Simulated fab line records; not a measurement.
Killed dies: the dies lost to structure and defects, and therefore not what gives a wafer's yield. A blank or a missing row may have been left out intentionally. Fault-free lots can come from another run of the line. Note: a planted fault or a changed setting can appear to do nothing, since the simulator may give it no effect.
fab line records	flow nandHarc
record lots=6	wafers=18	lastDay=33
route steps=1302 shown A_ZERO_WELL@394 A_SOURCE_PLATE@413 A_ONON_D1@424 END@1302
lots that met no fault: from a run of the same line without faults
startH: hours from the record's opening day to when the first of the lot's shown wafers began	waitH: hours since the lot's step before	" the same as in the row above	L1.1+2: several wafers, shown together as one row	- no value present, or no start provided	* or withheld: withheld	< > ~ a bound
route shown NAME@n: NAME is a module with steps in the file, n the number in the route of the first one	usual: the fault-free wafers' mean and standard deviation	same: alike in all rows	chamber/n: place in a boat	sites: the reading at each site	_std_site: standard deviation across them	_edge_site: outer sites' mean less inner sites'	radiusMm: for every site, how far away it sits from the centre of the wafer	mask NAME#n: copy n	behind: the last tool/chamber to shape the wafer	hold: reason for holding the lot/hours on hold/outcome of the hold	device: which transistor (n, p or np) failed to switch	end of line: the route-end tests of the same wafers	step lacking rows: just its recipe	killed: count of dies lost to structure and defects at first sort (not the wafer's yield)	map: dies across one wafer; x = killed, . = not, _ = none there
set.NAME: the setting that was run; set.NAME@STEP: the one run at that earlier step	model.NAME: the simulator's own value behind a step, which no gauge read
a table for each step, a row for each wafer; lots at some steps of the route
services: a tool's chamber out of use, with start hour (startH, from the record's first day; less than 0 if before it), hours out, and reason
## steps
# step NHARC_A_ZERO_WELL_COAT_18
# recipe tempC=200	timeS=65
# step NHARC_A_ZERO_WELL_COAT_04
# recipe spinRpm=2000	resistThkNm=600
# step NHARC_A_ZERO_WELL_SOFTBAKE_05
# recipe tempC=125	timeS=70
# step NHARC_A_ZERO_WELL_EBR_06
# step NHARC_A_ZERO_WELL_EXPOSE_07
# recipe na=0.55	doseMj=33.85	maskId=A_ZERO
# step NHARC_A_ZERO_WELL_PEB_08
# recipe pebTempC=128	pebTimeS=80
# step NHARC_A_ZERO_WELL_DEVELOP_09
# recipe timeS=50	devTempC=22
# step NHARC_A_ZERO_WELL_CD_MEAS_10
# recipe targetCdNm=2000	landingEnergyEv=500
# usual cdNm=2000.3/1.7
lot.wafer	tool	chamber	startH	waitH	cdNm
L936.1	cdSem-01	0	156.13	-	2000.6
L936.5	"	0	"	"	2001.0
L936.6	"	0	"	"	2002.7
L945.1	cdSem-02	0	255.59	-	2000.4
L945.3	"	0	"	"	2000.9
L945.6	"	0	"	"	2001.6
L946.4	cdSem-02	0	258.19	-	1999.8
L946.5	"	0	"	"	1996.1
L946.6	"	0	"	"	1999.0
L947.1	cdSem-03	0	268.31	-	2000.4
L947.2	"	0	"	"	2001.8
L947.3	"	0	"	"	2000.0
L952.3	cdSem-02	0	326.64	-	2000.5
L952.5	"	0	"	"	2001.6
L952.6	"	0	"	"	2000.4
L957.3	cdSem-02	0	370.47	-	2001.0
L957.5	"	0	"	"	2000.7
L957.6	"	0	"	"	2001.1
# step NHARC_A_ZERO_WELL_HARDBAKE_11
# recipe tempC=118	timeS=65
# step NHARC_A_ZERO_WELL_DESCUM_12
# recipe timeS=3	o2FlowSccm=200	arFlowSccm=0	biasPowerW=0	chemistry=O2
# usual drypumpMotorCurrentA=5.8/0.36	oesProductAu=0.999/0.0078	rfVppV=57.8/0.96	showerheadPlenumPTorr=1.90/0.11	throttleValvePct=11.311/0.0094
# same biasPowerW=0
lot.wafer	tool	chamber	startH	waitH	drypumpMotorCurrentA	oesProductAu	rfHoursCounterH	rfVppV	showerheadPlenumPTorr	throttleValvePct
L936.1	rieDiel-06	0	156.32	-	5.5	0.987	1	56.6	1.79	11.302
L936.6	"	1	"	"	5.7	0.998	-	58.3	1.89	11.315
L936.5	"	2	"	"	6.0	0.991	-	57.2	2.06	11.310
L945.3	rieDiel-10	3	255.75	-	5.8	0.998	1	58.6	1.87	11.295
L945.1	"	1	"	"	6.4	0.991	1	57.6	1.98	11.291
L945.6	"	3	"	"	5.8	0.990	-	57.3	1.87	11.309
L946.4	rieDiel-06	1	258.36	-	5.7	0.994	3	58.3	1.89	11.303
L946.5	"	3	"	"	5.2	1.006	-	57.4	1.81	11.309
L946.6	"	0	"	"	5.6	0.989	-	57.6	1.79	11.305
L947.3	rieDiel-06	3	268.46	-	5.2	1.010	4	56.4	1.81	11.304
L947.1	"	0	"	"	5.6	0.991	4	57.6	1.79	11.311
L947.2	"	2	"	"	6.0	1.003	3	59.6	2.05	11.319
L952.3	rieDiel-03	2	326.80	-	6.0	0.999	6	57.8	1.79	11.312
L952.6	"	0	"	"	5.7	0.989	-	58.0	1.80	11.314
L952.5	"	1	"	"	6.3	0.986	-	58.2	2.03	11.309
L957.3	rieDiel-03	1	370.63	-	6.3	0.997	16	60.2	2.03	11.313
L957.5	"	0	"	"	5.7	0.996	-	57.0	1.80	11.316
L957.6	"	2	"	"	6.0	1.008	-	58.0	1.79	11.310
# step NHARC_A_ZERO_WELL_ETCH_19
# recipe targetDepthA=800	overetchA=240	timeS=87.88	ionEnergyEv=200	n2FlowSccm=150	h2FlowSccm=150	arFlowSccm=0	rfW=400	biasW=150	chemistry=N2/H2
# usual drypumpMotorCurrentA=5.8/0.36	oesProductAu=0.999/0.0073	rfVppV=430/3.3	showerheadPlenumPTorr=2.02/0.11	throttleValvePct=14.173/0.0099
lot.wafer	tool	chamber	startH	waitH	drypumpMotorCurrentA	oesProductAu	rfHoursCounterH	rfVppV	showerheadPlenumPTorr	throttleValvePct
L936.1	rieDiel-06	2	156.38	0.1	6.0	0.992	0	434	2.20	14.191
L936.5	"	1	"	"	5.7	0.988	-	429	2.02	14.171
L936.6	"	2	"	"	6.0	0.996	-	435	2.20	14.163
L945.3	rieDiel-10	2	255.83	0.1	5.8	0.990	1	435	2.18	14.170
L945.1	"	0	"	"	5.0	1.009	1	433	2.08	14.179
L945.6	"	2	"	"	5.8	0.995	-	435	2.18	14.160
L946.4	rieDiel-06	0	258.42	0.1	5.6	0.996	4	426	1.90	14.182
L946.5	"	0	"	"	5.6	0.996	-	427	1.90	14.173
L946.6	"	1	"	"	5.7	0.999	-	429	2.02	14.169
L947.2	rieDiel-06	0	268.55	0.1	5.6	0.993	4	427	1.90	14.167
L947.3	"	2	"	"	6.0	1.004	3	435	2.19	14.173
L947.1	"	3	"	"	5.2	0.998	4	427	1.92	14.188
L952.3	rieDiel-03	3	326.88	0.1	6.1	1.001	6	432	2.16	14.160
L952.6	"	2	"	"	6.0	1.011	-	428	1.91	14.165
L952.5	"	3	"	"	6.2	1.001	-	433	2.16	14.161
L957.3	rieDiel-03	0	370.73	0.1	5.7	1.000	16	427	1.92	14.180
L957.6	"	0	"	"	5.8	0.987	-	427	1.92	14.193
L957.5	"	1	"	"	6.3	0.991	-	434	2.17	14.173
# step NHARC_A_ZERO_WELL_ETCH_13
# recipe targetDepthA=1200	timeS=40.1	hbrFlowSccm=150	cl2FlowSccm=50	rfW=400	icpW=400	biasW=100	chemistry=HBr/Cl2
# usual drypumpMotorCurrentA=5.9/0.46	oesProductAu=1.000/0.0083	throttleValvePct=26.406/0.0086
lot.wafer	tool	chamber	startH	waitH	drypumpMotorCurrentA	oesProductAu	rfHoursCounterH	throttleValvePct
L936.1	rieSi-02	0	156.52	-	6.1	0.998	0.31	26.409
L936.6	"	2	"	"	5.8	0.985	-	26.402
L936.5	"	3	"	"	6.4	1.013	-	26.406
L945.3	rieSi-04	2	255.96	-	4.8	0.993	0.65	26.410
L945.1	"	0	"	"	5.3	0.987	0.52	26.408
L945.6	"	2	"	"	4.8	0.985	-	26.399
L946.4	rieSi-05	3	258.55	-	5.4	0.991	0.80	26.413
L946.5	"	2	"	"	6.2	0.997	-	26.401
L946.6	"	3	"	"	5.3	0.989	-	26.400
L947.3	rieSi-02	2	268.67	-	5.8	1.001	0.94	26.419
L947.1	"	0	"	"	6.0	1.007	1.06	26.407
L947.2	"	1	"	"	5.6	1.009	0.76	26.404
L952.3	rieSi-05	0	327.00	-	6.2	1.006	0.07	26.411
L952.5	"	3	"	"	5.3	0.992	-	26.424
L952.6	"	0	"	"	6.2	1.002	-	26.412
L957.3	rieSi-05	0	370.86	-	6.2	1.013	0.39	26.406
L957.6	"	3	"	"	5.3	0.996	-	26.409
L957.5	"	0	"	"	6.2	1.011	-	26.415
# step NHARC_A_ZERO_WELL_STRIP_14
# recipe timeS=900	tempC=130	chemistry=SPM
lot.wafer	tool	chamber	startH	waitH
L936.6+1+5	wetBench-04	6,0,2	156.64	-
L945.6+3+1	wetBench-04	1,3,6	256.10	-
L946.5+6+4	wetBench-04	6,1,2	258.70	-
L947.2+1+3	wetBench-06	5,6,7	268.82	-
L952.6+3+5	wetBench-06	5,6,1	327.15	-
L957.3+6+5	wetBench-05	3,6,7	371.00	-
# step NHARC_A_ZERO_WELL_IMPLANT_15
# recipe energyKev=150	doseCm2=1e+13	tiltDeg=7
# step NHARC_A_ZERO_WELL_PRECLEAN_22
# recipe timeS=60	tempC=50	bathAgeMin=0	chemistry=SC1
# step NHARC_A_ZERO_WELL_SRD_23
# step NHARC_A_ZERO_WELL_RTA_16
# recipe tempC=1000	timeS=10
# usual lampPowerPct=31.1/1.9	wafer_temp_C_max=1006.1/2.1
lot.wafer	tool	chamber	startH	waitH	lampPowerPct	wafer_temp_C_max
L936.1	rtpAnneal-02	0	157.40	-	32.8	1005.2
L936.5	"	0	"	"	32.8	1005.7
L936.6	"	0	"	"	32.8	1004.2
L945.1	rtpAnneal-01	0	256.85	-	29.0	1007.8
L945.3	"	0	"	"	29.0	1006.7
L945.6	"	0	"	"	29.0	1009.3
L946.4	rtpAnneal-02	0	259.53	-	32.8	1003.1
L946.5	"	0	"	"	32.8	1004.4
L946.6	"	0	"	"	32.8	1004.5
L947.1	rtpAnneal-02	0	269.57	-	32.8	1003.0
L947.2	"	0	"	"	32.8	1004.0
L947.3	"	0	"	"	32.8	1004.5
L952.3	rtpAnneal-02	0	327.97	-	32.8	1004.4
L952.5	"	0	"	"	32.7	1003.6
L952.6	"	0	"	"	32.7	1004.2
L957.3	rtpAnneal-01	0	371.82	-	29.0	1010.8
L957.5	"	0	"	"	29.0	1008.7
L957.6	"	0	"	"	29.0	1008.0
# step NHARC_A_ZERO_WELL_INSPECT_17
# usual rawDefectCount=11/5.3
lot.wafer	tool	chamber	startH	waitH	rawDefectCount
L936.1	defectInspect-01	-	157.60	0.2	6
L936.5	"	-	"	"	16
L936.6	"	-	"	"	11
L945.1	defectInspect-02	-	257.04	0.2	308
L945.3	"	-	"	"	308
L945.6	"	-	"	"	341
L946.4	defectInspect-01	-	259.64	0.1	283
L946.5	"	-	"	"	291
L946.6	"	-	"	"	291
L947.1	defectInspect-01	-	269.77	0.2	12
L947.2	"	-	"	"	25
L947.3	"	-	"	"	14
L952.3	defectInspect-02	-	328.11	0.1	10
L952.5	"	-	"	"	4
L952.6	"	-	"	"	7
L957.3	defectInspect-01	-	371.96	0.1	9
L957.5	"	-	"	"	7
L957.6	"	-	"	"	6
# step NHARC_A_SOURCE_PLATE_PRECLEAN_00
# recipe timeS=60	chemistry=HF-LAST
# step NHARC_A_SOURCE_PLATE_SRD_01
# step NHARC_A_SOURCE_PLATE_OXIDE_02
# recipe targetThkA=100	tempC=900	oxTimeS=1362	material=SiO2
# step NHARC_A_SOURCE_PLATE_THK_MEAS_09
# recipe thkMeasGauge=ellipsometry
# usual thkNm=9.7/1.1
lot.wafer	tool	chamber	startH	waitH	thkNm
L936.1	filmMetro-02	-	167.29	0.4	7.9
L936.5	"	-	"	"	9.4
L936.6	"	-	"	"	10.5
L945.1	filmMetro-01	-	265.61	0.4	9.6
L945.3	"	-	"	"	11.0
L945.6	"	-	"	"	7.2
L946.4	filmMetro-02	-	265.61	0.4	8.9
L946.5	"	-	"	"	8.9
L946.6	"	-	"	"	10.8
L947.1	filmMetro-01	-	277.11	0.4	9.7
L947.2	"	-	"	"	10.0
L947.3	"	-	"	"	9.7
L952.3	filmMetro-02	-	335.40	0.4	10.0
L952.5	"	-	"	"	8.5
L952.6	"	-	"	"	9.8
L957.3	filmMetro-01	-	382.02	0.4	10.1
L957.5	"	-	"	"	9.4
L957.6	"	-	"	"	12.6
# step NHARC_A_SOURCE_PLATE_PVD_04
# recipe targetThkA=500	material=WSi2
# step NHARC_A_SOURCE_PLATE_CVD_03
# recipe targetThkA=2000	tempC=620	pressureMtorr=200	timeS=4000	material=poly-Si
# step NHARC_A_SOURCE_PLATE_ANNEAL_05
# recipe tempC=850	timeS=1800
# step NHARC_A_SOURCE_PLATE_THK_MEAS_06
# recipe thkMeasGauge=ellipsometry
# usual thkNm=200.0/2.2
lot.wafer	tool	chamber	startH	waitH	thkNm
L936.1	filmMetro-02	-	180.09	0.4	199.2
L936.5	"	-	"	"	196.7
L936.6	"	-	"	"	192.6
L945.1	filmMetro-02	-	278.43	0.4	200.5
L945.3	"	-	"	"	202.2
L945.6	"	-	"	"	200.2
L946.4	filmMetro-01	-	278.44	0.4	200.8
L946.5	"	-	"	"	198.7
L946.6	"	-	"	"	199.6
L947.1	filmMetro-02	-	290.19	0.4	200.5
L947.2	"	-	"	"	203.6
L947.3	"	-	"	"	204.1
L952.3	filmMetro-01	-	348.03	0.4	197.1
L952.5	"	-	"	"	201.6
L952.6	"	-	"	"	198.2
L957.3	filmMetro-02	-	397.63	0.4	201.8
L957.5	"	-	"	"	198.3
L957.6	"	-	"	"	199.2
# step NHARC_A_SOURCE_PLATE_INSPECT_08
# usual rawDefectCount=59/22
lot.wafer	tool	chamber	startH	waitH	rawDefectCount
L936.1	defectInspect-01	-	180.16	0.0	49
L936.5	"	-	"	"	43
L936.6	"	-	"	"	56
L945.1	defectInspect-02	-	278.49	0.0	351
L945.3	"	-	"	"	333
L945.6	"	-	"	"	387
L946.4	defectInspect-01	-	278.50	0.0	362
L946.5	"	-	"	"	331
L946.6	"	-	"	"	313
L947.1	defectInspect-02	-	290.27	0.0	117
L947.2	"	-	"	"	113
L947.3	"	-	"	"	70
L952.3	defectInspect-01	-	348.14	0.0	89
L952.5	"	-	"	"	69
L952.6	"	-	"	"	61
L957.3	defectInspect-02	-	397.74	0.0	48
L957.5	"	-	"	"	57
L957.6	"	-	"	"	37
# step NHARC_A_ONON_D1_DEP_00
# recipe targetThkA=10000	n2FlowSccm=2750	n2oFlowSccm=2000	nh3FlowSccm=500	sih4FlowSccm=210	tempC=400
# step NHARC_END_SORT_01
# recipe tempC=25
# usual killedAtArray=46/15	killedAtOther=0.8/1.1	killedAtPeriphery=4.0/2.9	killedDies=50/15	killedOpen=3.2/1.8	killedShort=2.3/1.6
# same grossDies=677
lot.wafer	tool	chamber	startH	waitH	killedAtArray	killedAtOther	killedAtPeriphery	killedDies	killedOpen	killedShort
L945.1	prober-02	0	675.33	2.5	87	1	1	89	7	4
L945.3	prober-02	0	676.92	3.1	119	0	1	120	4	1
L945.6	prober-02	0	679.30	4.0	110	0	1	111	2	1
L946.4	prober-01	0	677.66	3.4	97	0	2	99	1	1
L946.5	prober-01	0	678.46	3.7	69	0	1	70	2	0
L946.6	prober-01	0	679.25	4.0	111	0	0	111	0	1
# killed by level:class
L945.1 A_ZERO_WELL:unspecified=35 A_SLIT:chamberFilmFlake=25 A_CHANNEL_HOLE_D1:chamberFilmFlake=8 A_CONTACT:chamberFilmFlake=4 A_CHANNEL_FILL_D2:chamberFilmFlake=3 A_CONTACT:geometricParticle:open=2 A_BLC:geometricParticle:open=2 A_M0:geometricParticle:open=2
L945.3 A_ZERO_WELL:unspecified=79 A_SLIT:chamberFilmFlake=16 A_CHANNEL_HOLE_D1:chamberFilmFlake=14 A_M0:geometricParticle:open=3 A_CONTACT:chamberFilmFlake=3 A_M1:chamberFilmFlake=2 P_M1:geometricParticle:open=1 A_CHANNEL_FILL_D1:geometricParticle:short=1
L946.4 A_ZERO_WELL:unspecified=73 A_CHANNEL_HOLE_D2:chamberFilmFlake=12 A_CHANNEL_HOLE_D1:chamberFilmFlake=6 A_CONTACT:chamberFilmFlake=2 P_GATE:geometricParticle:open=1 A_ONON_D2:geometricParticle:short=1 P_CONTACT:chamberFilmFlake=1 A_DECK1_JOINT:chamberFilmFlake=1
L946.5 A_ZERO_WELL:unspecified=40 A_CHANNEL_HOLE_D2:chamberFilmFlake=11 A_CONTACT:chamberFilmFlake=7 A_BLC:chamberFilmFlake=5 A_CHANNEL_HOLE_D1:chamberFilmFlake=2 A_ONON_D1:geometricParticle:open=1 A_M0:geometricParticle:open=1 P_STI:chamberFilmFlake=1
L946.6 A_ZERO_WELL:unspecified=77 A_CHANNEL_HOLE_D2:chamberFilmFlake=16 A_BLC:chamberFilmFlake=6 A_CHANNEL_HOLE_D1:chamberFilmFlake=5 A_DECK1_JOINT:chamberFilmFlake=2 A_CONTACT:chamberFilmFlake=2 A_DECK1_JOINT:geometricParticle:short=1 A_STAIRCASE:chamberFilmFlake=1
L945.6 A_ZERO_WELL:unspecified=72 A_SLIT:chamberFilmFlake=20 A_CHANNEL_HOLE_D1:chamberFilmFlake=10 A_CONTACT:chamberFilmFlake=2 A_CHANNEL_HOLE_D1:geometricParticle:open=1 A_M0:geometricParticle:open=1 A_M0:geometricParticle:short=1 P_ZERO_WELL:chamberFilmFlake=1
# map L945.3 (x killed, . not)
____________.____________
_________......._________
_______..........._______
______.............______
_____..x............_____
____.....xxx.........____
____....xxxxx.x......____
___..x.x.xxx.x........___
___....xxxxxxx........___
__....xxxxxxxx.........__
__..x.xxxxxxxxx........__
_......xxxxxx.......x..._
_....xxxxxxxx..........._
_.....xxxxxxxx......x..._
_.....xxxxxxx.........x._
_......xxxxxxx.........._
........x.x..............
..........x..............
..........x........x.....
.........................
.........................
_......................._
_......................._
_..................x...._
_........x.............._
_......................._
__...................x.__
__.......x.............__
___...............x...___
___..............x....___
____.........x.x.....____
____.........xxxx....____
_____......xxx.x...._____
______.....x.xxxx..______
_______....xxxxxxx_______
_________.xxxxxx_________
____________x____________
# map L946.6 (x killed, . not)
____________.____________
_________......._________
_______..........._______
______.....xx......______
_____.....xxx......._____
____......xxxxxx.....____
____.....x.xxxxxxx...____
___.......xxxxxx......___
___......xxxxxxxx.....___
__........xxxxxxx......__
__.......xxxxxxxx......__
_.........xxxxxxxx......_
_........xxxxxxx.x......_
_.........xxxxxx....x..._
_.........xxxxxx..x..x.._
_............xx.x.....x._
............xx...........
.........................
....................x....
.........................
.........................
_......................._
_......................._
_......x................_
_....................x.._
_..................x.x.._
__....................x__
__.xx.........x........__
___.....x...........x.___
___...................___
____..........xxx....____
____.......x.........____
_____......x....x..._____
______........x.xx.______
_______....x...xxx_______
_________....x.x_________
____________.____________
## services
tool	chamber	startH	hours	kind
rieSi-05	-	173.25	0.2	repair
rieDiel-10	0	179.52	20.3	repair
rieSi-02	2	183.32	11.2	repair
wetBench-06	-	193.60	8.0	pm
rieSi-02	0	223.65	6.8	repair
rieDiel-10	2	223.81	10.9	repair
wetBench-04	-	227.20	8.0	pm
rieDiel-10	-	242.66	9.0	pm
rieSi-02	1	244.69	14.2	repair
rieSi-02	2	245.34	7.5	repair
rieDiel-03	3	266.33	6.6	repair
rieDiel-10	0	268.64	8.3	repair
rieDiel-10	2	269.09	3.1	repair
rieDiel-03	3	273.15	8.1	repair
rieSi-02	-	277.00	9.0	pm
rieDiel-03	-	281.36	9.0	pm
rieSi-05	2	301.07	6.3	repair
rieSi-05	1	303.97	15.2	repair
rieSi-05	-	305.00	9.0	pm
rieDiel-06	-	307.20	9.0	pm
wetBench-06	-	310.67	1.0	repair
rieDiel-03	3	329.68	68.2	repair
rieSi-05	-	333.77	0.2	repair
wetBench-06	-	369.60	8.0	pm
## key
firstSign step=NHARC_A_ZERO_WELL_INSPECT_17	reading=rawDefectCount	direction=up	sigmas=55	usual=11	struck=304
effect step=NHARC_A_SOURCE_PLATE_INSPECT_08	reading=rawDefectCount	direction=up	sigmas=13	usual=59	struck=346
effect step=NHARC_END_SORT_01	reading=killedAtArray	direction=up	sigmas=3.5	usual=46	struck=99	wafersMoved=5
moreKillsBornAt NHARC_A_ZERO_WELL_STRIP_14@wetBench-04=376
metAt NHARC_A_ZERO_WELL_STRIP_14
struckWafers L945.1,L945.3,L945.6,L946.4,L946.5,L946.6
testerLeftOut L945,L946
onsetBetween 156.64 256.10
fault kind=chamberParticleSource	tool=wetBench-04	chamber=-	onsetH=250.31	steps=NHARC_A_ZERO_WELL_STRIP_14	ratePerVisitCm2=0.45185	endH=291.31
# testerLeftOut: of these lots the tester's yield and bins aren't shown, on N5 and GAA mostly nor the transistor test; their killed dies are dies lost to structure and defects alone, not to doping, threshold or leakage, so they don't give the yield
